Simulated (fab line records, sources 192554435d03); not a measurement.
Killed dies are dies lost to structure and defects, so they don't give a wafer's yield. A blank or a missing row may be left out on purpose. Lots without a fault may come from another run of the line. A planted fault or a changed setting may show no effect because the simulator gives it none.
Split-lot experiment | flow n5_finfet | 7 lots, 39 wafers read, on a route of 1938 steps

THE SPLIT
At N5_BEOL_M11_VIA_ETCH_34 (etches SiCOH lowk in C4F6/O2, target depth 184.5 nm, time 69.2 s), the setting target_depth_a was moved away from the recipe's 1845 angstrom on 15 of the 39 wafers read, by -51.5% to +42.6%. The other wafers ran this setting at the recipe's value.

The reading is taken at the split's own step.

THE READING
SOC_of_BEOL_M11_COAT_63.thk_nm (the simulator's own value, which no gauge read), in nm, at N5_BEOL_M11_VIA_ETCH_34 (etches SiCOH lowk in C4F6/O2, target depth 184.5 nm, time 69.2 s). The file gives no usual value for it. The 24 wafers here that ran the recipe average 91.8 nm, standard deviation 0.25 nm.

wafer  | tool, chamber at the split | target_depth_a as run, angstrom | against the recipe | SOC_of_BEOL_M11_COAT_63.thk_nm, nm | against lot-mates on the recipe
L081.1 | rie_diel-02, 2             | 1845                            | recipe             | 91.2                               | -
L081.2 | rie_diel-02, 3             | 1034                            | -44.0%             | 95                                 | +3.5
L081.3 | rie_diel-02, 1             | 1034                            | -44.0%             | 95                                 | +3.5
L081.4 | rie_diel-02, 0             | 1845                            | recipe             | 91.6                               | -
L081.5 | rie_diel-02, 1             | 1845                            | recipe             | 91.6                               | -
L081.6 | rie_diel-02, 2             | 1034                            | -44.0%             | 94.8                               | +3.3
L086.1 | rie_diel-05, 1             | 1845                            | recipe             | 91.8                               | -
L086.2 | rie_diel-05, 3             | 1845                            | recipe             | 91.4                               | -
L086.3 | rie_diel-05, 2             | 1845                            | recipe             | 91.8                               | -
L086.4 | rie_diel-05, 0             | 1845                            | recipe             | 91.4                               | -
L086.5 | rie_diel-05, 3             | 1845                            | recipe             | 91.8                               | -
L086.6 | rie_diel-05, 0             | 1845                            | recipe             | 91.4                               | -
L090.1 | rie_diel-01, 3             | 1845                            | recipe             | 92.2                               | -
L090.2 | rie_diel-01, 0             | 2631                            | +42.6%             | 88.2                               | -3.7
L090.3 | rie_diel-01, 1             | 1845                            | recipe             | 91.8                               | -
L090.4 | rie_diel-01, 2             | 2631                            | +42.6%             | 88.2                               | -3.7
L090.5 | rie_diel-01, 3             | 2631                            | +42.6%             | 88.8                               | -3.1
L090.6 | rie_diel-01, 2             | 1845                            | recipe             | 91.6                               | -
L089.1 | rie_diel-01, 0             | 1845                            | recipe             | 91.8                               | -
L089.3 | rie_diel-01, 3             | 1845                            | recipe             | 92.2                               | -
L089.4 | rie_diel-01, 2             | 1845                            | recipe             | 91.8                               | -
L094.1 | rie_diel-05, 0             | 1845                            | recipe             | 91.8                               | -
L094.2 | rie_diel-05, 2             | 1845                            | recipe             | 92                                 | -
L094.3 | rie_diel-05, 1             | 895.6                           | -51.5%             | 96.2                               | +4.3
L094.4 | rie_diel-05, 3             | 895.6                           | -51.5%             | 96                                 | +4.1
L094.5 | rie_diel-05, 1             | 895.6                           | -51.5%             | 96.4                               | +4.5
L094.6 | rie_diel-05, 2             | 1845                            | recipe             | 92                                 | -
L095.1 | rie_diel-02, 3             | 1845                            | recipe             | 92.2                               | -
L095.2 | rie_diel-02, 1             | 2368                            | +28.3%             | 89.4                               | -2.5
L095.3 | rie_diel-02, 2             | 2368                            | +28.3%             | 89                                 | -2.9
L095.4 | rie_diel-02, 0             | 2368                            | +28.3%             | 89.6                               | -2.3
L095.5 | rie_diel-02, 0             | 1845                            | recipe             | 91.8                               | -
L095.6 | rie_diel-02, 1             | 1845                            | recipe             | 91.8                               | -
L097.1 | rie_diel-05, 0             | 1845                            | recipe             | 92                                 | -
L097.2 | rie_diel-05, 3             | 1845                            | recipe             | 91.8                               | -
L097.3 | rie_diel-05, 2             | 1845                            | recipe             | 91.8                               | -
L097.4 | rie_diel-05, 1             | 1233                            | -33.2%             | 94.8                               | +2.9
L097.5 | rie_diel-05, 3             | 1233                            | -33.2%             | 94.8                               | +2.9
L097.6 | rie_diel-05, 2             | 1233                            | -33.2%             | 95                                 | +3.1

THE FIT
A straight line over all 39 wafers: SOC_of_BEOL_M11_COAT_63.thk_nm changes by -0.0821 nm for each +1% of target_depth_a; r = -0.99; the points scatter about the line by 0.3 nm.
The same after taking each lot's own level away (the mean of its wafers on the recipe; 39 wafers): -0.0836 nm for each +1%; r = -0.99; scatter 0.22 nm.
On that fit, the largest move of target_depth_a shifts the reading by 4.3 nm.
The lots' own levels span 91.47 to 91.93 nm, that is 1.8 times the standard deviation above.
So the lot-to-lot level changes the slope little: the two slopes agree.
Check: with one of the wafers moved furthest among these (-51.5%) left out of the fit, the line predicts +4.29 nm for it against its lot-mates. It came out at +4.27 nm against them.

OTHER SPLITS ON THESE WAFERS
These wafers also went through other splits before the reading. Each is held against what the fit with the lots' levels taken away leaves over:
other split on the same wafers           | wafers away from the commonest value | r with SOC_of_BEOL_M11_COAT_63.thk_nm (lot level and that fit taken away)
N5_BEOL_M0_SAQP_DESCUM_45 time_s         | 15                                   | +0.05
N5_BEOL_M5_CVD_47 target_thk_a           | 12                                   | -0.05
N5_BEOL_M7_TRENCH_ETCH_37 target_depth_a | 15                                   | +0.21
N5_BEOL_M9_DEP_56 target_thk_a           | 18                                   | +0.18

THE WHOLE CHAIN: every reading that the file lists as answering this split, in the file's order
step                    | what it does                                                     | reading                                                                         | change (the file's fit)                | r (the file's)
N5_BEOL_M11_VIA_ETCH_34 | etches SiCOH lowk in C4F6/O2, target depth 184.5 nm, time 69.2 s | etch.depth_nm (the simulator's own value, which no gauge read)                  | +1.89 nm for each +1% of the setting   | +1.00
N5_BEOL_M11_VIA_ETCH_34 | etches SiCOH lowk in C4F6/O2, target depth 184.5 nm, time 69.2 s | SOC_of_BEOL_M11_COAT_63.thk_nm (the simulator's own value, which no gauge read) | -0.0835 nm for each +1% of the setting | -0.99

THE FILE'S OWN FIT
SOC_of_BEOL_M11_COAT_63.thk_nm changes by -0.0835 nm for each +1% of target_depth_a, r = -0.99.
